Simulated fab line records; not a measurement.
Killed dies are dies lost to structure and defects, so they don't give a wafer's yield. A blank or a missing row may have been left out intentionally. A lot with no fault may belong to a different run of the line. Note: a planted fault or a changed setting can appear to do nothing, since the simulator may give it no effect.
The tool behind it: which one?    flow nand harc    Sampling: 23 lots, 69 wafers, 2 of 1159 route steps

== WHAT EACH GAUGE READ, for each wafer ==
NHARC_A_CHANNEL_HOLE_D1_CD_MEAS_18. Usual: cd nm 99.0 nm, standard deviation 1.6.
lot   measured      on         cd nm (nm)         flag
L075  day 8 11:53   cd sem-02  98.2 97.9 98.2     
L074  day 8 13:52   cd sem-01  99.9 99.4 101.2    
L077  day 8 23:35   cd sem-03  99.2 99.9 97.6     
L076  day 8 23:41   cd sem-02  99.1 100.6 96.3    
L078  day 9 01:23   cd sem-03  99.3 99.8 100.8    
L079  day 9 08:15   cd sem-02  98.5 96.2 96.1     
L080  day 10 00:00  cd sem-03  100.6 99.0 99.1    
L081  day 10 00:05  cd sem-02  100.8 98.7 100.4   
L082  day 10 09:47  cd sem-01  98.1 100.9 100.7   
L083  day 10 09:52  cd sem-02  100.5 101.0 101.9  
L084  day 10 10:58  cd sem-01  98.0 100.3 98.2    
L087  day 11 11:11  cd sem-02  98.9 99.2 101.3    
L086  day 11 13:07  cd sem-02  99.7 99.2 100.9    
L089  day 12 01:10  cd sem-02  98.2 99.1 99.6     
L088  day 12 02:09  cd sem-03  100.7 102.5 102.5  
L091  day 12 07:16  cd sem-03  101.4 97.2 98.3    
L090  day 12 07:35  cd sem-01  97.9 98.6 98.5     
L092  day 12 18:30  cd sem-01  97.1 99.8 98.6     
L093  day 13 06:07  cd sem-02  95.7 99.7 96.7     
L094  day 13 06:22  cd sem-03  99.6 97.2 99.3     
L096  day 13 14:01  cd sem-02  101.8 96.9 98.9    
L095  day 13 15:47  cd sem-02  100.2 99.3 100.5   
L097  day 14 01:36  cd sem-02  99.5 98.0 98.8     

== TOOL THAT RAN EACH LOT (tool first, then ch and the chambers of the sampled wafers, then the start) ==
lot   NHARC_A_CHANNEL_HOLE_D1_ETCH_16
L075  rie diel-11 ch 1,3, day 8 11:53 or earlier
L074  rie diel-04 ch 1,2,3, day 8 13:52 or earlier
L077  rie diel-09 ch 1,3, day 8 23:35 or earlier
L076  rie diel-04 ch 1,2,3, day 8 23:41 or earlier
L078  rie diel-04 ch 0,2,3, day 9 01:23 or earlier
L079  rie diel-04 ch 0,1,2, day 9 08:15 or earlier
L080  rie diel-11 ch 0,2,3, day 10 00:00 or earlier
L081  rie diel-04 ch 0,1,2, day 10 00:05 or earlier
L082  rie diel-09 ch 1,2,3, day 10 09:47 or earlier
L083  rie diel-11 ch 0,1,3, day 10 09:52 or earlier
L084  rie diel-04 ch 1,2, day 10 10:58 or earlier
L087  rie diel-04 ch 1,2,3, day 11 11:11 or earlier
L086  rie diel-04 ch 1,2,3, day 11 13:07 or earlier
L089  rie diel-04 ch 1,3, day 12 01:10 or earlier
L088  rie diel-09 ch 2,3, day 12 02:09 or earlier
L091  rie diel-04 ch 0,1,2, day 12 07:16 or earlier
L090  rie diel-11 ch 0,2,3, day 12 07:35 or earlier
L092  rie diel-11 ch 2,3, day 12 18:30 or earlier
L093  rie diel-11 ch 0,2,3, day 13 06:07 or earlier
L094  rie diel-09 ch 1,2, day 13 06:22 or earlier
L096  rie diel-11 ch 0,1,3, day 13 14:01 or earlier
L095  rie diel-09 ch 1,2,3, day 13 15:47 or earlier
L097  rie diel-09 ch 2,3, day 14 01:36 or earlier
- NHARC_A_CHANNEL_HOLE_D1_ETCH_16: etches the open film in O2/COS, target depth 3100 nm, time 806 s.

== WHAT THE TOOLS THEMSELVES READ (means of the sampled wafers that have a number; where no wafer has one, the mark that the record gives instead) ==
NHARC_A_CHANNEL_HOLE_D1_ETCH_16. Usual: drypump motor current A 5.8 A, standard deviation 0.37; oes product au 1.000 a.u., standard deviation 0.0081; rf vpp V 314.5 V, standard deviation 1.7; showerhead plenum p Torr 3.14 Torr, standard deviation 0.1; throttle valve pct 28.330 %, standard deviation 0.0087.
lot   tool         drypump motor current A (A)  oes product au (a.u.)  rf vpp V (V)  showerhead plenum p Torr (Torr)  throttle valve pct (%)  flag
L075  rie diel-11  6.4                          0.995                  311.5         2.97                             28.326                  
L074  rie diel-04  5.8                          0.999                  314.8         3.16                             28.333                  
L077  rie diel-09  5.7                          0.999                  316.4         3.25                             28.330                  
L076  rie diel-04  5.8                          0.995                  314.5         3.16                             28.332                  
L078  rie diel-04  5.9                          0.994                  315.4         3.18                             28.331                  
L079  rie diel-04  5.8                          1.005                  314.6         3.13                             28.329                  
L080  rie diel-11  5.8                          1.007                  314.3         3.13                             28.332                  
L081  rie diel-04  5.8                          1.005                  313.2         3.13                             28.339                  
L082  rie diel-09  5.5                          0.997                  315.3         3.19                             28.334                  
L083  rie diel-11  6.1                          0.992                  312.5         3.02                             28.326                  
L084  rie diel-04  6.0                          1.001                  313.9         3.17                             28.338                  
L087  rie diel-04  5.8                          0.997                  314.5         3.16                             28.326                  
L086  rie diel-04  5.8                          1.000                  314.5         3.16                             28.332                  
L089  rie diel-04  5.5                          0.994                  313.7         3.10                             28.325                  
L088  rie diel-09  5.5                          1.006                  314.6         3.15                             28.327                  
L091  rie diel-04  5.8                          1.003                  314.7         3.12                             28.339                  
L090  rie diel-11  5.8                          1.004                  314.4         3.13                             28.329                  
L092  rie diel-11  5.8                          1.007                  314.7         3.18                             28.329                  
L093  rie diel-11  5.8                          1.017                  313.5         3.13                             28.335                  
L094  rie diel-09  5.6                          0.986                  315.8         3.24                             28.335                  
L096  rie diel-11  6.1                          0.998                  312.3         3.02                             28.331                  
L095  rie diel-09  5.5                          0.997                  315.1         3.19                             28.331                  
L097  rie diel-09  5.5                          1.000                  314.7         3.15                             28.327                  

== THE ANSWER, worked out from the rows above alone ==
Rule: take the mean of a lot's wafers that have a number; if it is more than 3 standard deviations from the usual mean, the lot is off. Also off: a lot with no number at a reading for which 4 or more lots have one. All remaining lots with rows at the step are treated as sound. Order of review: gauges by route order, followed by the tools' own readings, for which a lot's mean as printed above is used. The first step at which some lot is off is used, and at that step the reading that is off furthest; a lot without a number counts as furthest.
No lot is off at any reading shown: from this, nothing can be told.

== WHAT HAD BEEN PUT IN BY THE SIMULATOR ==
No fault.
